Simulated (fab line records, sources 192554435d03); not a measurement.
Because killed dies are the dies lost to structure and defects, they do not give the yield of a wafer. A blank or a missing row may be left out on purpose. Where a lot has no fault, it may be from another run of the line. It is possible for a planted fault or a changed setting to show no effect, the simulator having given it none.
fab line records | flow n5_finfet
record: lots: 12 wafers: 35 last_day: 18
route steps=1938 shown BEOL_M6@1248 BEOL_M7@1263 PASSIVATION@1936
lots that met no fault: from a run of the same line without faults
start_h: hours from the record's first day to the start of the lot's first wafer shown | wait_h: time in hours since the lot's previous step | " same as the row above | L1.1+2: several wafers, shown together as one row | - value missing, or start not given | * or withheld: withheld | < > ~ a bound
route shown NAME@n: a module of which the file shows steps, and the number in the route of the first | usual: mean/standard deviation of fault-free wafers | same: alike in all rows | chamber/n: place in a boat | sites: per-site readings | _std_site: the values' standard deviation | _edge_site: outer sites' mean less inner sites' | radius_mm: how far each site lies from the wafer's centre | mask NAME#n: copy n | behind: the tool/chamber that last shaped the wafer | hold: what put the lot on hold/how long, in hours/how the hold closed | device: names the non-switching transistor (n, p or np) | end of line: tests run on the same wafers once the route is complete | a step with no rows: only its recipe | killed: count of dies lost to structure and defects at first sort (not the wafer's yield) | map: shows each die of a wafer: x if killed, . if not, _ if none is there
set.NAME: the setting that was run; set.NAME@STEP: the one run at that earlier step | model.NAME: the simulator's own value behind a step, which no gauge read
a sample of lots followed through the steps of the route, with each step as a table and each wafer as a row
services: the hour from which a tool's chamber was out of use, counted from the record's first day as start_h (under 0 if before that day), plus the number of hours and why
== steps ==
step: N5_BEOL_M6_CURE_75
recipe: temp_c: 370 time_s: 120 ambient: DMADMS/He material: SiCOH_lowk
usual: lamp_power_pct: 52.32/0.056 wafer_temp_C_max: 371.6/0.5
columns lot.wafer tool chamber start_h wait_h lamp_power_pct wafer_temp_C_max
L783.1 uv_cure-03 2 188.03 0.0 52.33 371.9
L783.5 " 2 " " 52.30 371.8
L784.4 uv_cure-03 2 194.50 0.2 52.28 371.9
L784.5 " 2 " " 52.39 372.7
L784.6 " 2 " " 52.21 372.2
L785.2 uv_cure-03 0 197.39 0.1 52.36 371.5
L785.3 " 0 " " 52.33 371.1
L785.4 " 0 " " 52.34 371.3
L787.1 uv_cure-02 0 207.96 0.0 52.22 371.8
L787.4 " 0 " " 52.34 371.7
L787.6 " 0 " " 52.28 371.3
L791.3 uv_cure-03 2 234.56 0.1 52.30 372.0
L791.4 " 2 " " 52.39 371.8
L791.5 " 2 " " 52.27 371.2
L792.2 uv_cure-01 1 239.16 0.1 52.31 371.8
L792.5 " 1 " " 52.31 371.4
L792.6 " 1 " " 52.35 371.7
L794.2 uv_cure-03 0 250.32 0.1 52.35 371.5
L794.5 " 0 " " 52.30 371.3
L794.6 " 0 " " 52.36 371.0
L795.1 uv_cure-01 1 252.18 0.0 52.26 371.4
L795.3 " 1 " " 52.26 371.4
L795.5 " 1 " " 52.31 371.5
L796.1 uv_cure-01 0 271.22 0.0 52.29 372.3
L796.5 " 0 " " 52.28 372.3
L796.6 " 0 " " 52.36 371.7
L799.2 uv_cure-01 2 283.39 0.3 52.33 371.1
L799.3 " 2 " " 52.29 371.1
L799.5 " 2 " " 52.31 370.9
L805.2 uv_cure-03 2 335.49 0.1 52.32 371.4
L805.4 " 2 " " 52.42 372.1
L805.6 " 2 " " 52.25 372.0
L806.3 uv_cure-02 0 336.21 0.4 52.35 371.0
L806.5 " 0 " " 52.26 371.3
L806.6 " 0 " " 52.29 371.1
step: N5_BEOL_M6_RS_MEAS_57
recipe: thk_meas_gauge: four-point-probe reads: Cu_of_BEOL_M6_ECD_50+Co_of_BEOL_M6_CVD_78+TaN_of_BEOL_M6_ALD_77
usual: M6_RS: 0.289/0.0096
columns lot.wafer tool chamber start_h wait_h M6_RS[ohm/sq]
L783.1 film_metro-01 - 190.66 0.1 0.284
L783.5 " - " " 0.281
L784.4 film_metro-02 - 197.11 0.0 0.309
L784.5 " - " " 0.295
L784.6 " - " " 0.286
L785.2 film_metro-02 - 199.87 0.1 0.293
L785.3 " - " " 0.291
L785.4 " - " " 0.294
L787.1 film_metro-02 - 211.84 0.1 0.299
L787.4 " - " " 0.285
L787.6 " - " " 0.281
L791.3 film_metro-01 - 236.45 0.1 0.294
L791.4 " - " " 0.307
L791.5 " - " " 0.308
L792.2 film_metro-01 - 242.44 0.1 0.281
L792.5 " - " " 0.285
L792.6 " - " " 0.279
L794.2 film_metro-02 - 253.92 0.1 0.277
L794.5 " - " " 0.280
L794.6 " - " " 0.283
L795.1 film_metro-02 - 254.41 0.1 0.279
L795.3 " - " " 0.305
L795.5 " - " " 0.294
L796.1 film_metro-01 - 277.24 0.1 0.306
L796.5 " - " " 0.287
L796.6 " - " " 0.287
L799.2 film_metro-01 - 285.87 0.1 0.278
L799.3 " - " " 0.278
L799.5 " - " " 0.277
L805.2 film_metro-01 - 338.92 0.1 0.276
L805.4 " - " " 0.285
L805.6 " - " " 0.280
L806.3 film_metro-02 - 339.91 0.1 0.279
L806.5 " - " " 0.283
L806.6 " - " " 0.275
step: N5_BEOL_M6_INSPECT_58
recipe: inspect_instrument: darkfield mode: post_dep
usual: raw_defect_count: 72/26
columns lot.wafer tool chamber start_h wait_h raw_defect_count
L783.1 defect_inspect-02 - 190.68 0.0 68
L783.5 " - " " 119
L784.4 defect_inspect-01 - 197.13 0.0 73
L784.5 " - " " 69
L784.6 " - " " 54
L785.2 defect_inspect-01 - 199.90 0.0 108
L785.3 " - " " 101
L785.4 " - " " 140
L787.1 defect_inspect-01 - 211.86 0.0 101
L787.4 " - " " 46
L787.6 " - " " 48
L791.3 defect_inspect-01 - 236.47 0.0 79
L791.4 " - " " 45
L791.5 " - " " 78
L792.2 defect_inspect-02 - 242.46 0.0 28
L792.5 " - " " 53
L792.6 " - " " 50
L794.2 defect_inspect-02 - 253.95 0.0 80
L794.5 " - " " 85
L794.6 " - " " 117
L795.1 defect_inspect-02 - 254.43 0.0 44
L795.3 " - " " 65
L795.5 " - " " 38
L796.1 defect_inspect-02 - 277.27 0.0 75
L796.5 " - " " 99
L796.6 " - " " 209
L799.2 defect_inspect-02 - 285.90 0.0 72
L799.3 " - " " 51
L799.5 " - " " 67
L805.2 defect_inspect-01 - 338.95 0.0 55
L805.4 " - " " 38
L805.6 " - " " 51
L806.3 defect_inspect-02 - 339.94 0.0 73
L806.5 " - " " 63
L806.6 " - " " 46
step: N5_BEOL_M7_ILD_DEP_00
recipe: material: SiCOH_lowk target_thk_a: 1797.5 temp_c: 300 precursor: DEMS/porogen pressure_torr: 5 rf_w: 500 time_s: 33.4
usual: heater_power_outer_w: 154/29 heater_power_w: 328/45 showerhead_plenum_p_Torr: 5.756/0.014 susceptor_temp_C: 299.97/0.2 throttle_valve_pct: 13.8/0.79
columns lot.wafer tool chamber start_h wait_h heater_power_outer_w heater_power_w showerhead_plenum_p_Torr susceptor_temp_C throttle_valve_pct
L783.1 pecvd-03 0 190.72 0.0 161 393 5.753 299.74 13.1
L783.5 " 0 " " 169 386 5.762 300.12 13.1
L784.4 pecvd-01 2 197.19 0.1 158 327 5.761 300.13 12.8
L784.5 " 0 " " 146 319 5.737 299.69 13.8
L784.6 " 1 " " 170 360 5.760 299.73 15.9
L785.2 pecvd-03 1 199.93 0.0 108 252 5.761 299.83 13.3
L785.3 " 0 " " 137 352 5.752 299.83 13.3
L785.4 " 2 " " 164 319 5.755 299.87 13.4
L787.1 pecvd-04 0 211.90 0.0 136 304 5.736 299.64 13.7
L787.4 " 2 " " 205 401 5.743 300.11 13.4
L787.6 " 1 " " 189 355 5.769 300.04 14.7
L791.3 pecvd-03 1 236.51 0.0 148 316 5.751 300.04 13.2
L791.4 " 0 " " 125 337 5.749 300.09 13.2
L791.5 " 1 " " 149 317 5.749 300.18 13.2
L792.2 pecvd-03 1 242.50 0.0 128 279 5.742 300.07 13.4
L792.5 " 2 " " 130 276 5.776 299.97 13.3
L792.6 " 1 " " 128 297 5.750 300.06 13.2
L794.2 pecvd-03 1 253.99 0.0 132 290 5.757 300.15 13.3
L794.5 " 0 " " 160 381 5.758 300.35 13.3
L794.6 " 2 " " 134 275 5.756 300.38 13.3
L795.1 pecvd-03 2 254.47 0.0 167 332 5.753 298.39 13.5
L795.3 " 0 " " 149 370 5.757 298.59 13.3
L795.5 " 1 " " 141 304 5.755 298.89 13.7
L796.1 pecvd-03 1 277.31 0.0 140 302 5.757 298.28 13.6
L796.5 " 0 " " 179 397 5.757 298.35 13.5
L796.6 " 2 " " 170 333 5.772 298.72 13.3
L799.2 pecvd-01 1 285.93 0.0 162 361 5.753 299.89 15.9
L799.3 " 0 " " 139 292 5.741 299.72 13.6
L799.5 " 1 " " 164 357 5.739 299.74 15.8
L805.2 pecvd-04 2 338.99 0.0 177 362 5.742 300.01 13.7
L805.4 " 1 " " 211 370 5.773 299.67 14.8
L805.6 " 0 " " 136 306 5.738 299.55 13.6
L806.3 pecvd-03 1 339.97 0.0 109 259 5.756 299.90 13.6
L806.5 " 1 " " 115 266 5.725 299.66 13.7
L806.6 " 0 " " 163 395 5.765 300.17 13.5
step: N5_PASSIVATION_PROBE_49
usual: defect_limited_yield: 90.9/1.5 killed_at_M0_to_M3: 36/10 killed_at_M4_up: 13/5.5 killed_at_contacts: 12/5.6 killed_at_front_end: 42/12 killed_at_other: 4/3.2 killed_dies: 108/18 killed_open: 71/13 killed_short: 34/7.8 sort_bin_5_function: 5.4/1 sort_bin_6_memory: 3.4/0.68 sort_n_pass: 1072/18 sort_yield_pct: 90.9/1.5
same: gross_dies: 1180 killed_at_back_side: 0 sort_bin_4_leakage[%]: 0 sort_bin_8_speed[%]: 0
columns lot.wafer tool chamber start_h wait_h defect_limited_yield[%] killed_at_M0_to_M3 killed_at_M4_up killed_at_contacts killed_at_front_end killed_at_other killed_dies killed_open killed_short sort_bin_5_function[%] sort_bin_6_memory[%] sort_n_pass sort_yield_pct[%]
L785.2 prober-01 - 271.75 0.1 89.2 43 13 14 53 4 127 95 32 6.5 3.9 1053 89.2
L785.3 prober-01 - 271.80 0.1 90.1 44 12 14 47 0 117 77 40 5.3 4.2 1063 90.1
L785.4 prober-01 - 271.85 0.2 91.5 35 17 6 39 3 100 69 31 5.6 2.7 1080 91.5
L783.1 prober-02 - 271.95 0.0 90.2 32 16 18 46 4 116 65 48 6.0 3.5 1064 90.2
L783.5 prober-02 - 272.15 0.2 90.6 39 15 16 33 8 111 72 37 5.0 4.0 1069 90.6
L784.4 prober-02 - 276.08 0.2 90.3 34 10 3 63 4 114 84 27 6.3 3.1 1066 90.3
L784.5 prober-02 - 276.13 0.2 88.9 44 11 11 65 0 131 92 35 6.4 4.0 1049 88.9
L784.6 prober-02 - 276.18 0.3 91.3 44 9 2 47 1 103 71 32 5.3 3.2 1077 91.3
L787.1 prober-02 - 289.16 0.0 91.7 22 16 7 44 9 98 70 25 5.0 3.2 1082 91.7
L787.4 prober-02 - 289.31 0.2 90.6 18 17 3 69 4 111 69 34 5.2 3.1 1069 90.6
L787.6 prober-02 - 289.41 0.3 93.1 14 14 2 49 3 82 49 23 4.1 2.0 1098 93.1
L791.3 prober-01 - 320.25 0.1 93.1 22 17 5 35 2 81 52 28 3.9 2.7 1099 93.1
L791.4 prober-01 - 320.30 0.2 95.3 27 5 2 19 2 55 30 23 2.7 1.7 1125 95.3
L791.5 prober-01 - 320.35 0.2 91.9 25 8 10 53 0 96 53 38 5.0 2.6 1084 91.9
L795.1 prober-02 - 336.83 0.0 90.1 48 22 5 36 6 117 70 45 6.2 3.3 1063 90.1
L795.3 prober-02 - 336.93 0.1 90.9 43 11 3 46 4 107 58 49 5.7 3.0 1073 90.9
L795.5 prober-02 - 337.03 0.2 92.4 25 9 14 40 2 90 62 27 4.2 3.3 1090 92.4
L792.2 prober-01 - 339.71 0.1 90.8 46 14 21 24 3 108 74 32 5.8 3.1 1072 90.8
L792.5 prober-01 - 339.86 0.2 88.9 35 10 30 54 2 131 89 40 6.4 4.3 1049 88.9
L792.6 prober-01 - 339.91 0.3 89.7 58 17 15 30 1 121 84 36 5.7 4.1 1059 89.7
L794.2 prober-01 - 347.96 0.1 91.9 28 17 12 30 8 95 60 35 4.9 3.0 1085 91.9
L794.5 prober-01 - 348.11 0.2 91.4 29 14 20 32 6 101 70 26 5.3 2.9 1079 91.4
L794.6 prober-01 - 348.16 0.3 92.0 33 8 16 37 0 94 63 31 5.2 2.5 1086 92.0
L796.1 prober-01 - 355.14 0.0 93.1 25 12 11 29 4 81 46 35 4.4 2.1 1099 93.1
L796.5 prober-01 - 355.34 0.2 93.7 17 4 13 38 2 74 48 25 3.7 2.3 1106 93.7
L796.6 prober-01 - 355.39 0.3 91.9 22 9 23 38 4 96 60 35 4.3 3.3 1084 91.9
L799.2 prober-01 - 373.46 0.1 89.2 45 14 19 47 2 127 75 48 5.7 4.6 1053 89.2
L799.3 prober-01 - 373.51 0.1 93.1 41 7 14 19 0 81 52 26 3.9 2.6 1099 93.1
L799.5 prober-01 - 373.61 0.2 91.6 48 9 6 29 7 99 55 41 5.1 2.9 1081 91.6
L806.3 prober-01 - 440.56 0.1 89.2 33 17 14 55 8 127 84 41 5.8 4.7 1053 89.2
L806.5 prober-01 - 440.66 0.2 91.3 34 7 18 35 9 103 61 42 5.0 3.3 1077 91.3
L806.6 prober-01 - 440.71 0.3 92.0 15 14 17 45 3 94 61 32 4.8 2.6 1086 92.0
L805.2 prober-01 - 440.81 0.4 86.8 72 13 19 51 1 156 106 50 8.1 4.6 1024 86.8
L805.4 prober-01 - 440.91 0.5 88.0 60 21 12 46 3 142 98 43 7.5 4.2 1038 88.0
L805.6 prober-01 - 441.01 0.6 89.2 49 12 16 45 5 127 86 41 5.9 4.2 1053 89.2
killed by level:class
L785.2 STI_FIN_REVEAL:geometric_particle:open=30 MOL_CONTACT_COAG:geometric_particle:open=11 BEOL_M2:geometric_particle:open=10 GATE_CUT:geometric_particle:short=8 BEOL_M3:geometric_particle:open=8 BEOL_M4:geometric_particle:open=8 BEOL_M0_SAQP:geometric_particle:open=7 BEOL_M0_SAQP:geometric_particle:short=6
L785.3 BEOL_M0_SAQP:geometric_particle:open=13 FIN_SAQP:geometric_particle:open=12 MOL_CONTACT_COAG:geometric_particle:open=11 BEOL_M0_SAQP:geometric_particle:short=11 STI_FIN_REVEAL:geometric_particle:open=9 BEOL_M4:geometric_particle:open=9 BEOL_M3:geometric_particle:short=7 BEOL_M3:geometric_particle:open=6
L785.4 STI_FIN_REVEAL:geometric_particle:open=15 BEOL_M0_SAQP:geometric_particle:open=10 BEOL_M4:geometric_particle:open=9 BEOL_M3:geometric_particle:short=6 MOL_CONTACT_COAG:geometric_particle:open=6 DUMMY_GATE:geometric_particle:open=4 BEOL_M1:geometric_particle:short=4 BEOL_M2:geometric_particle:open=4
L783.1 BEOL_M0_SAQP:geometric_particle:short=15 STI_FIN_REVEAL:geometric_particle:open=14 MOL_CONTACT_COAG:geometric_particle:open=12 BEOL_M4:geometric_particle:open=10 FIN_SAQP:geometric_particle:short=6 MOL_CONTACT_COAG:geometric_particle:short=5 STI_FIN_REVEAL:geometric_particle:short=4 BEOL_M1:geometric_particle:open=4
L783.5 MOL_CONTACT_COAG:geometric_particle:open=14 BEOL_M0_SAQP:geometric_particle:short=9 STI_FIN_REVEAL:geometric_particle:open=7 BEOL_M3:geometric_particle:short=7 BEOL_M0_SAQP:geometric_particle:open=6 BEOL_M4:geometric_particle:open=6 BEOL_M2:geometric_particle:open=5 GATE_CUT:geometric_particle:open=4
L784.4 STI_FIN_REVEAL:geometric_particle:open=26 FIN_SAQP:geometric_particle:short=10 FIN_SAQP:geometric_particle:open=9 BEOL_M3:geometric_particle:open=9 BEOL_M4:geometric_particle:open=7 BEOL_M2:geometric_particle:open=7 BEOL_M0_SAQP:geometric_particle:open=5 GATE_CUT:geometric_particle:short=4
L784.5 STI_FIN_REVEAL:geometric_particle:open=31 BEOL_M0_SAQP:geometric_particle:short=12 BEOL_M0_SAQP:geometric_particle:open=11 MOL_CONTACT_COAG:geometric_particle:open=10 BEOL_M3:geometric_particle:open=9 FIN_SAQP:geometric_particle:open=8 FIN_SAQP:geometric_particle:short=7 STI_FIN_REVEAL:geometric_particle:short=6
L784.6 STI_FIN_REVEAL:geometric_particle:open=19 BEOL_M1:geometric_particle:open=13 BEOL_M0_SAQP:geometric_particle:open=8 FIN_SAQP:geometric_particle:open=6 STI_FIN_REVEAL:geometric_particle:short=6 BEOL_M0_SAQP:geometric_particle:short=6 BEOL_M2:geometric_particle:open=5 FIN_SAQP:geometric_particle:short=4
L787.1 FIN_SAQP:geometric_particle:open=17 FIN_SAQP:geometric_particle:short=10 DUMMY_GATE:geometric_particle:open=6 MOL_CONTACT_COAG:geometric_particle:open=6 BEOL_M1:geometric_particle:open=6 BEOL_M2:geometric_particle:open=5 BEOL_M5:geometric_particle:open=5 BEOL_M4:geometric_particle:open=4
L787.4 FIN_SAQP:geometric_particle:open=21 HKMG_FIN:area_etch=8 BEOL_M4:geometric_particle:open=7 FIN_SAQP:geometric_particle:short=7 STI_FIN_REVEAL:geometric_particle:open=7 BEOL_M0_SAQP:geometric_particle:open=6 BEOL_M0_SAQP:geometric_particle:short=5 STARTING-WAFER:geometric_particle:open=5
L787.6 HKMG_FIN:area_etch=8 STI_FIN_REVEAL:geometric_particle:open=6 FIN_SAQP:geometric_particle:short=5 FIN_SAQP:geometric_particle:open=4 SPACER0:geometric_particle:short=4 BEOL_M1:geometric_particle:open=4 STI_FIN_REVEAL:geometric_particle:short=3 DUMMY_GATE:geometric_particle:open=3
L791.3 FIN_SAQP:geometric_particle:open=10 BEOL_M0_SAQP:geometric_particle:short=8 BEOL_M4:geometric_particle:open=6 FIN_SAQP:geometric_particle:short=4 DUMMY_GATE:geometric_particle:open=4 BEOL_M5:geometric_particle:open=4 ILD0:geometric_particle:short=3 MOL_CONTACT_COAG:geometric_particle:open=3
L791.4 BEOL_M0_SAQP:geometric_particle:short=8 BEOL_M0_SAQP:geometric_particle:open=5 DUMMY_GATE:geometric_particle:open=4 FIN_SAQP:geometric_particle:open=3 BEOL_M1:geometric_particle:open=3 BEOL_M3:geometric_particle:open=3 FIN_CUT:geometric_particle:short=2 MOL_CONTACT_COAG:geometric_particle:open=2
L791.5 FIN_SAQP:geometric_particle:open=17 FIN_SAQP:geometric_particle:short=12 BEOL_M2:geometric_particle:open=9 MOL_CONTACT_COAG:geometric_particle:open=5 MOL_CONTACT_COAG:geometric_particle:short=5 GATE_CUT:geometric_particle:short=4 BEOL_M0_SAQP:geometric_particle:short=4 BEOL_M3:geometric_particle:open=4
L795.1 FIN_SAQP:geometric_particle:open=10 BEOL_M0_SAQP:geometric_particle:short=10 BEOL_M2:geometric_particle:open=10 FIN_SAQP:geometric_particle:short=7 BEOL_M0:geometric_particle:short=7 BEOL_M3:geometric_particle:open=7 BEOL_M4:geometric_particle:open=7 DUMMY_GATE:geometric_particle:open=5
L795.3 STI_FIN_REVEAL:geometric_particle:open=16 BEOL_M0_SAQP:geometric_particle:short=11 STARTING-WAFER:geometric_particle:short=9 FIN_SAQP:geometric_particle:short=8 BEOL_M2:geometric_particle:open=8 BEOL_M0_SAQP:geometric_particle:open=8 BEOL_M0:geometric_particle:short=4 DUMMY_GATE:geometric_particle:open=3
L795.5 MOL_CONTACT_COAG:geometric_particle:open=13 BEOL_M2:geometric_particle:open=8 STI_FIN_REVEAL:geometric_particle:open=8 GATE_CUT:geometric_particle:short=8 FIN_SAQP:geometric_particle:open=7 BEOL_M0_SAQP:geometric_particle:short=7 DUMMY_GATE:geometric_particle:open=6 FIN_SAQP:geometric_particle:short=5
L792.2 MOL_CONTACT_COAG:geometric_particle:open=17 BEOL_M3:geometric_particle:open=12 BEOL_M2:geometric_particle:open=10 BEOL_M1:geometric_particle:open=7 STI_FIN_REVEAL:geometric_particle:open=6 BEOL_M3:geometric_particle:short=5 STARTING-WAFER:geometric_particle:short=4 MOL_CONTACT_COAG:geometric_particle:short=4
L792.5 MOL_CONTACT_COAG:geometric_particle:open=26 STI_FIN_REVEAL:geometric_particle:open=17 FIN_SAQP:geometric_particle:short=11 BEOL_M2:geometric_particle:open=8 BEOL_M3:geometric_particle:open=8 FIN_SAQP:geometric_particle:open=7 STI_FIN_REVEAL:geometric_particle:short=4 MOL_CONTACT_COAG:geometric_particle:short=4
L792.6 BEOL_M3:geometric_particle:open=16 MOL_CONTACT_COAG:geometric_particle:open=14 BEOL_M1:geometric_particle:open=12 BEOL_M0_SAQP:geometric_particle:short=9 BEOL_M0_SAQP:geometric_particle:open=8 BEOL_M2:geometric_particle:open=7 BEOL_M4:geometric_particle:open=7 FIN_SAQP:geometric_particle:short=6
L794.2 BEOL_M4:geometric_particle:open=13 BEOL_M0_SAQP:geometric_particle:short=11 MOL_CONTACT_COAG:geometric_particle:open=10 STI_FIN_REVEAL:geometric_particle:open=8 DUMMY_GATE:geometric_particle:open=7 BEOL_M0_SAQP:geometric_particle:open=6 FIN_SAQP:geometric_particle:short=5 BEOL_M1:geometric_particle:open=4
L794.5 MOL_CONTACT_COAG:geometric_particle:open=13 STI_FIN_REVEAL:geometric_particle:open=10 BEOL_M1:geometric_particle:open=10 DUMMY_GATE:geometric_particle:open=7 MOL_CONTACT_COAG:geometric_particle:short=7 BEOL_M3:geometric_particle:open=5 BEOL_M0_SAQP:geometric_particle:open=4 BEOL_M0_SAQP:geometric_particle:short=4
L794.6 MOL_CONTACT_COAG:geometric_particle:open=15 BEOL_M0_SAQP:geometric_particle:short=9 STI_FIN_REVEAL:geometric_particle:open=8 BEOL_M0_SAQP:geometric_particle:open=8 DUMMY_GATE:geometric_particle:short=6 BEOL_M1:geometric_particle:open=6 DUMMY_GATE:geometric_particle:open=5 BEOL_M3:geometric_particle:open=5
L796.1 MOL_CONTACT_COAG:geometric_particle:open=9 FIN_SAQP:geometric_particle:open=7 BEOL_M1:geometric_particle:open=7 FIN_SAQP:geometric_particle:short=6 GATE_CUT:geometric_particle:short=5 BEOL_M2:geometric_particle:open=5 BEOL_M0_SAQP:geometric_particle:short=4 STARTING-WAFER:geometric_particle:short=4
L796.5 FIN_SAQP:geometric_particle:short=11 STI_FIN_REVEAL:geometric_particle:open=8 MOL_CONTACT_COAG:geometric_particle:open=8 FIN_SAQP:geometric_particle:open=6 DUMMY_GATE:geometric_particle:open=5 MOL_CONTACT_COAG:geometric_particle:short=5 BEOL_M1:geometric_particle:open=5 BEOL_M3:geometric_particle:open=5
L796.6 MOL_CONTACT_COAG:geometric_particle:open=17 GATE_CUT:geometric_particle:short=10 FIN_SAQP:geometric_particle:short=8 FIN_SAQP:geometric_particle:open=8 BEOL_M2:geometric_particle:open=8 MOL_CONTACT_COAG:geometric_particle:short=6 BEOL_M3:geometric_particle:open=4 DUMMY_GATE:geometric_particle:open=3
L799.2 FIN_SAQP:geometric_particle:open=15 BEOL_M0_SAQP:geometric_particle:open=15 BEOL_M0_SAQP:geometric_particle:short=12 MOL_CONTACT_COAG:geometric_particle:open=12 MOL_CONTACT_COAG:geometric_particle:short=7 BEOL_M3:geometric_particle:short=7 BEOL_M4:geometric_particle:open=7 STI_FIN_REVEAL:geometric_particle:open=6
L799.3 BEOL_M0_SAQP:geometric_particle:short=14 BEOL_M2:geometric_particle:open=12 MOL_CONTACT_COAG:geometric_particle:open=10 BEOL_M0_SAQP:geometric_particle:open=10 MOL_CONTACT_COAG:geometric_particle:short=4 STARTING-WAFER:geometric_particle:open=4 BEOL_M4:geometric_particle:open=4 GATE_CUT:geometric_particle:short=3
L799.5 BEOL_M0_SAQP:geometric_particle:open=16 BEOL_M0_SAQP:geometric_particle:short=8 FIN_SAQP:geometric_particle:open=5 DUMMY_GATE:geometric_particle:open=5 BEOL_M1:geometric_particle:open=5 BEOL_M3:geometric_particle:open=5 MOL_CONTACT_COAG:geometric_particle:open=4 BEOL_M0:geometric_particle:short=4
L806.3 FIN_SAQP:geometric_particle:open=13 FIN_SAQP:geometric_particle:short=10 BEOL_M3:geometric_particle:open=10 BEOL_M0_SAQP:geometric_particle:open=10 STI_FIN_REVEAL:geometric_particle:open=9 MOL_CONTACT_COAG:geometric_particle:open=9 BEOL_M4:geometric_particle:open=7 MOL_CONTACT_COAG:geometric_particle:short=5
L806.5 MOL_CONTACT_COAG:geometric_particle:open=13 BEOL_M0_SAQP:geometric_particle:short=13 BEOL_M0_SAQP:geometric_particle:open=8 FIN_SAQP:geometric_particle:short=7 STI_FIN_REVEAL:geometric_particle:open=7 FIN_SAQP:geometric_particle:open=6 BEOL_M4:geometric_particle:open=5 MOL_CONTACT_COAG:geometric_particle:short=5
L806.6 STI_FIN_REVEAL:geometric_particle:open=14 MOL_CONTACT_COAG:geometric_particle:open=14 BEOL_M4:geometric_particle:open=6 FIN_SAQP:geometric_particle:short=5 FIN_SAQP:geometric_particle:open=5 BEOL_M1:geometric_particle:short=5 DUMMY_GATE:geometric_particle:open=4 ILD0:geometric_particle:open=4
L805.2 BEOL_M0_SAQP:geometric_particle:open=19 FIN_SAQP:geometric_particle:short=16 STI_FIN_REVEAL:geometric_particle:open=16 BEOL_M3:geometric_particle:open=16 MOL_CONTACT_COAG:geometric_particle:open=15 BEOL_M1:geometric_particle:open=12 BEOL_M0_SAQP:geometric_particle:short=11 BEOL_M4:geometric_particle:open=8
L805.4 BEOL_M0_SAQP:geometric_particle:open=23 STI_FIN_REVEAL:geometric_particle:open=14 BEOL_M0_SAQP:geometric_particle:short=13 BEOL_M1:geometric_particle:open=11 MOL_CONTACT_COAG:geometric_particle:open=8 DUMMY_GATE:geometric_particle:open=7 STI_FIN_REVEAL:geometric_particle:short=6 BEOL_M4:geometric_particle:open=5
L805.6 STI_FIN_REVEAL:geometric_particle:open=16 BEOL_M0_SAQP:geometric_particle:open=14 BEOL_M0_SAQP:geometric_particle:short=14 MOL_CONTACT_COAG:geometric_particle:open=13 BEOL_M3:geometric_particle:open=9 BEOL_M4:geometric_particle:open=8 FIN_SAQP:geometric_particle:open=6 STARTING-WAFER:geometric_particle:short=5
== services ==
columns tool chamber start_h hours kind
pecvd-04 2 170.42 5.5 scheduled_down
uv_cure-01 - 186.94 2.8 pm
uv_cure-02 - 198.27 0.5 repair
pecvd-03 1 218.40 5.5 scheduled_down
uv_cure-01 - 222.49 1.4 repair
pecvd-03 0 224.32 5.5 scheduled_down
uv_cure-02 - 268.20 2.1 pm
pecvd-01 - 289.64 1.0 repair
pecvd-04 1 298.99 6.2 repair
pecvd-04 2 303.65 2.1 scheduled_down
pecvd-04 1 317.58 4.5 repair
pecvd-04 1 327.41 2.1 scheduled_down
== key ==
first_sign: step: N5_BEOL_M7_ILD_DEP_00 reading: susceptor_temp_C direction: down sigmas: 7 usual: * struck: *
effect none on later readings
met_at N5_BEOL_M7_ILD_DEP_00
struck_lots L795,L796
not_acting_at N5_BEOL_M6_CURE_75,N5_BEOL_M6_RS_MEAS_57,N5_BEOL_M6_INSPECT_58
onset_between 253.99 254.47
fault: kind: process_parameter_drift tool: pecvd-03 chamber: - onset_h: 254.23 steps: N5_BEOL_M7_ILD_DEP_00 channel: temp_c offset: * shape: step end_h: 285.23 acts_in: * stated: *
